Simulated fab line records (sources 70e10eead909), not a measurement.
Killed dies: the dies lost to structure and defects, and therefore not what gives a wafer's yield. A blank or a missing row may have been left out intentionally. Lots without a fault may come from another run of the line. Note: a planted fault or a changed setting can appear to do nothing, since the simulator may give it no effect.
Matching of chambers + flow nand harc + 4 sister chambers for NHARC_A_SLIT_ETCH_29 on rie diel-03
The step etches the open film in CF4/O2, target depth 100 nm, overetch 10 nm, time 55 s. 24 wafers are shown with their chamber, then 12 later ones without.

## WAFERS WITH THEIR CHAMBER
| wafer  | chamber | drypump motor current A (A) | showerhead plenum p Torr (Torr) | rf vpp V (V) |
|--------|---------|-----------------------------|---------------------------------|--------------|
| L077.3 | 0       | 5.1                         | 1.28                            | 196.9        |
| L077.4 | 2       | 5.7                         | 1.25                            | 195.5        |
| L077.6 | 0       | 5.2                         | 1.28                            | 197.0        |
| L076.1 | 0       | 5.2                         | 1.28                            | 195.5        |
| L076.4 | 3       | 6.6                         | 1.32                            | 197.5        |
| L076.5 | 0       | 5.2                         | 1.28                            | 196.2        |
| L078.2 | 1       | 4.8                         | 1.28                            | 196.7        |
| L078.3 | 3       | 6.6                         | 1.32                            | 197.8        |
| L078.5 | 0       | 5.2                         | 1.28                            | 197.6        |
| L079.1 | 2       | 5.7                         | 1.25                            | 195.8        |
| L079.3 | 3       | 6.6                         | 1.32                            | 197.3        |
| L079.6 | 2       | 5.7                         | 1.25                            | 195.8        |
| L081.2 | 3       | 6.6                         | 1.32                            | 198.0        |
| L081.4 | 2       | 5.7                         | 1.25                            | 196.4        |
| L081.6 | 3       | 6.6                         | 1.32                            | 198.8        |
| L085.1 | 2       | 5.7                         | 1.25                            | 196.1        |
| L085.2 | 1       | 4.8                         | 1.28                            | 197.3        |
| L085.3 | 3       | 6.6                         | 1.32                            | 196.8        |
| L084.2 | 1       | 4.8                         | 1.28                            | 196.8        |
| L084.4 | 0       | 5.1                         | 1.28                            | 197.5        |
| L084.5 | 3       | 6.6                         | 1.32                            | 197.7        |
| L088.1 | 0       | 5.2                         | 1.27                            | 196.5        |
| L088.4 | 2       | 5.7                         | 1.25                            | 196.6        |
| L088.5 | 3       | 6.6                         | 1.32                            | 198.7        |

SIGNATURES (averages over the wafers above)
| reading                  | chamber 0 | chamber 1 | chamber 2 | chamber 3 | scatter within a chamber |
|--------------------------|-----------|-----------|-----------|-----------|--------------------------|
| drypump motor current A  | 5.171     | 4.800     | 5.700     | 6.600     | 0.0267                   |
| showerhead plenum p Torr | 1.2786    | 1.2800    | 1.2500    | 1.3200    | 0.00207                  |
| rf vpp V                 | 196.743   | 196.933   | 196.033   | 197.825   | 0.614                    |
Rule: for each reading, subtract the chamber's mean from the wafer's reading, divide by that reading's scatter and square the result; add these up over the readings and take the root, which gives the wafer's distance from the chamber. If the next closest chamber is less than 2 further off than the closest, the wafer can't be placed; otherwise it belongs to the closest. The scatter: take each reading less its chamber's mean, square it, sum over the shown wafers, divide by the number of wafers less the number of chambers, and take the root.

## WAFERS MISSING THEIR CHAMBER
| wafer  | drypump motor current A (A) | showerhead plenum p Torr (Torr) | rf vpp V (V) |
|--------|-----------------------------|---------------------------------|--------------|
| L092.4 | 5.2                         | 1.27                            | 197.2        |
| L092.5 | 6.6                         | 1.31                            | 196.5        |
| L092.6 | 5.2                         | 1.27                            | 195.4        |
| L094.1 | 5.7                         | 1.25                            | 195.9        |
| L094.2 | 6.6                         | 1.32                            | 196.7        |
| L094.4 | 5.2                         | 1.27                            | 195.8        |
| L095.2 | 5.2                         | 1.27                            | 195.1        |
| L095.3 | 4.8                         | 1.28                            | 195.7        |
| L095.6 | 6.6                         | 1.32                            | 197.5        |
| L097.2 | 4.8                         | 1.28                            | 196.4        |
| L097.4 | 6.6                         | 1.31                            | 197.5        |
| L097.5 | 5.7                         | 1.25                            | 196.3        |

## CHAMBER TAKEN BY EACH
| wafer  | from the rows above | in truth |
|--------|---------------------|----------|
| L092.4 | 0                   | 0        |
| L092.5 | 3                   | 3        |
| L092.6 | 0                   | 0        |
| L094.1 | 2                   | 2        |
| L094.2 | 3                   | 3        |
| L094.4 | 0                   | 0        |
| L095.2 | 0                   | 0        |
| L095.3 | 1                   | 1        |
| L095.6 | 3                   | 3        |
| L097.2 | 1                   | 1        |
| L097.4 | 3                   | 3        |
| L097.5 | 2                   | 2        |
Placed correctly: 12 of 12. Not placeable from these rows: 0. Number placed wrongly: 0.
